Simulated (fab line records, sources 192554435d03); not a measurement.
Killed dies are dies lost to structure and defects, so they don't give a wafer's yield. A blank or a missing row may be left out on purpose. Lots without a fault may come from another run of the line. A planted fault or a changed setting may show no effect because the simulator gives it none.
Split-lot experiment | flow n5_finfet | 7 lots, 39 wafers read, on a route of 1938 steps

THE SPLIT
At N5_FIN_SAQP_MANDREL_ETCH_22 (etches a-Si in HBr/Cl2, stops on SiNx, target depth 60 nm, bt time 10 s, time 30 s), the setting target_depth_a was moved away from the recipe's 600 angstrom on 12 of the 39 wafers read, by -58.7% to +58.8%. The other wafers ran this setting at the recipe's value.

The reading is taken at the split's own step.

THE READING
oes_product_au, in a.u., at N5_FIN_SAQP_MANDREL_ETCH_22 (etches a-Si in HBr/Cl2, stops on SiNx, target depth 60 nm, bt time 10 s, time 30 s). Fault-free wafers of this fab line usually give 0.769 a.u., standard deviation 0.012 a.u..

wafer  | tool, chamber at the split | target_depth_a as run, angstrom | against the recipe | oes_product_au, a.u. | against lot-mates on the recipe
L075.2 | rie_si-04, 1               | 600                             | recipe             | 0.758                | -
L075.4 | rie_si-04, 3               | 600                             | recipe             | 0.769                | -
L075.6 | rie_si-04, 3               | 600                             | recipe             | 0.760                | -
L078.1 | rie_si-02, 3               | 350.1                           | -41.6%             | 0.999                | +0.245
L078.2 | rie_si-02, 2               | 600                             | recipe             | 0.751                | -
L078.3 | rie_si-02, 0               | 350.1                           | -41.6%             | 1.023                | +0.269
L078.4 | rie_si-02, 1               | 600                             | recipe             | 0.752                | -
L078.5 | rie_si-02, 2               | 600                             | recipe             | 0.758                | -
L078.6 | rie_si-02, 1               | 350.1                           | -41.6%             | 0.983                | +0.229
L080.1 | rie_si-02, 2               | 600                             | recipe             | 0.759                | -
L080.2 | rie_si-02, 1               | 600                             | recipe             | 0.754                | -
L080.3 | rie_si-02, 0               | 290.5                           | -51.6%             | 1.016                | +0.244
L080.4 | rie_si-02, 0               | 600                             | recipe             | 0.804                | -
L080.5 | rie_si-02, 2               | 290.5                           | -51.6%             | 1.006                | +0.234
L080.6 | rie_si-02, 1               | 290.5                           | -51.6%             | 0.993                | +0.221
L083.1 | rie_si-02, 1               | 600                             | recipe             | 0.754                | -
L083.2 | rie_si-02, 2               | 600                             | recipe             | 0.756                | -
L083.3 | rie_si-02, 3               | 600                             | recipe             | 0.775                | -
L083.4 | rie_si-02, 0               | 600                             | recipe             | 0.779                | -
L083.5 | rie_si-02, 0               | 600                             | recipe             | 0.780                | -
L083.6 | rie_si-02, 3               | 600                             | recipe             | 0.787                | -
L088.1 | rie_si-02, 3               | 952.9                           | +58.8%             | 0.610                | -0.165
L088.2 | rie_si-02, 0               | 600                             | recipe             | 0.790                | -
L088.3 | rie_si-02, 2               | 952.9                           | +58.8%             | 0.597                | -0.178
L088.4 | rie_si-02, 1               | 600                             | recipe             | 0.756                | -
L088.5 | rie_si-02, 3               | 600                             | recipe             | 0.779                | -
L088.6 | rie_si-02, 2               | 952.9                           | +58.8%             | 0.594                | -0.181
L089.1 | rie_si-02, 1               | 600                             | recipe             | 0.759                | -
L089.2 | rie_si-02, 2               | 600                             | recipe             | 0.762                | -
L089.3 | rie_si-02, 3               | 600                             | recipe             | 0.767                | -
L089.4 | rie_si-02, 0               | 600                             | recipe             | 0.790                | -
L089.5 | rie_si-02, 2               | 600                             | recipe             | 0.759                | -
L089.6 | rie_si-02, 1               | 600                             | recipe             | 0.763                | -
L090.1 | rie_si-02, 0               | 600                             | recipe             | 0.775                | -
L090.2 | rie_si-02, 3               | 248                             | -58.7%             | 1.009                | +0.232
L090.3 | rie_si-02, 1               | 248                             | -58.7%             | 0.984                | +0.207
L090.4 | rie_si-02, 2               | 600                             | recipe             | 0.772                | -
L090.5 | rie_si-02, 2               | 248                             | -58.7%             | 1.012                | +0.235
L090.6 | rie_si-02, 3               | 600                             | recipe             | 0.783                | -

THE FIT
A straight line over all 39 wafers: oes_product_au changes by -0.00392 a.u. for each +1% of target_depth_a; r = -0.97; the points scatter about the line by 0.028 a.u..
The same after taking each lot's own level away (the mean of its wafers on the recipe; 39 wafers): -0.00395 a.u. for each +1%; r = -0.97; scatter 0.03 a.u..
On that fit, the largest move of target_depth_a shifts the reading by 0.23 a.u..
The lots' own levels span 0.7537 to 0.7767 a.u., that is 1.9 times the standard deviation above.
So the lot-to-lot level changes the slope little: the two slopes agree.
Check: with one of the wafers moved furthest among these (+58.8%) left out of the fit, the line predicts -0.23 a.u. for it against its lot-mates. It came out at -0.165 a.u. against them.
Tool readings at the split's step, against how far the setting was moved: oes_product_au r = -0.97.

OTHER SPLITS ON THESE WAFERS
These wafers also went through other splits before the reading. Each is held against what the fit with the lots' levels taken away leaves over:
other split on the same wafers          | wafers away from the commonest value | r with oes_product_au (lot level and that fit taken away)
N5_ZERO_LAYER_DEVELOP_10 develop_time_s | 9                                    | -0.08

THE WHOLE CHAIN: every reading that the file lists as answering this split, in the file's order
step                        | what it does                                                                       | reading                                                                           | change (the file's fit)                                                                       | r (the file's)
N5_FIN_SAQP_MANDREL_ETCH_22 | etches a-Si in HBr/Cl2, stops on SiNx, target depth 60 nm, bt time 10 s, time 30 s | oes_product_au                                                                    | -0.00406 a.u. for each +1% of the setting                                                     | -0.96
N5_FIN_SAQP_MANDREL_ETCH_22 | etches a-Si in HBr/Cl2, stops on SiNx, target depth 60 nm, bt time 10 s, time 30 s | etch.depth_nm (the simulator's own value, which no gauge read)                    | not straight: 37.91 at the lowest setting, 60.33 at the recipe, 60.49 at the highest          | not given
N5_FIN_SAQP_MANDREL_ETCH_22 | etches a-Si in HBr/Cl2, stops on SiNx, target depth 60 nm, bt time 10 s, time 30 s | SOC_of_FIN_SAQP_COAT_49.thk_nm (the simulator's own value, which no gauge read)   | -0.245 nm for each +1% of the setting                                                         | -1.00
N5_FIN_SAQP_MANDREL_ETCH_22 | etches a-Si in HBr/Cl2, stops on SiNx, target depth 60 nm, bt time 10 s, time 30 s | SiNx_of_FIN_SAQP_PECVD_48.thk_nm (the simulator's own value, which no gauge read) | not straight: 24.97 at the lowest setting, 24.86 at the recipe, 16.87 at the highest          | not given
N5_FIN_SAQP_ETCH_57         | etches SiNx in CH3F/O2, target depth 32.5 nm, time 46.4 s                          | etch_rf_on_time_s                                                                 | not straight: withheld at the lowest setting, withheld at the recipe, withheld at the highest | not given
N5_FIN_SAQP_INSPECT_40      | inspects for defects (brightfield)                                                 | raw_defect_count                                                                  | not straight: 1800 at the lowest setting, 244 at the recipe, 245 at the highest               | not given
N5_FIN_CUT_INSPECT_10       | inspects for defects (brightfield)                                                 | raw_defect_count                                                                  | not straight: 5338 at the lowest setting, 43 at the recipe, 53 at the highest                 | not given

THE FILE'S OWN FIT
oes_product_au changes by -0.00406 a.u. for each +1% of target_depth_a, r = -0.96.
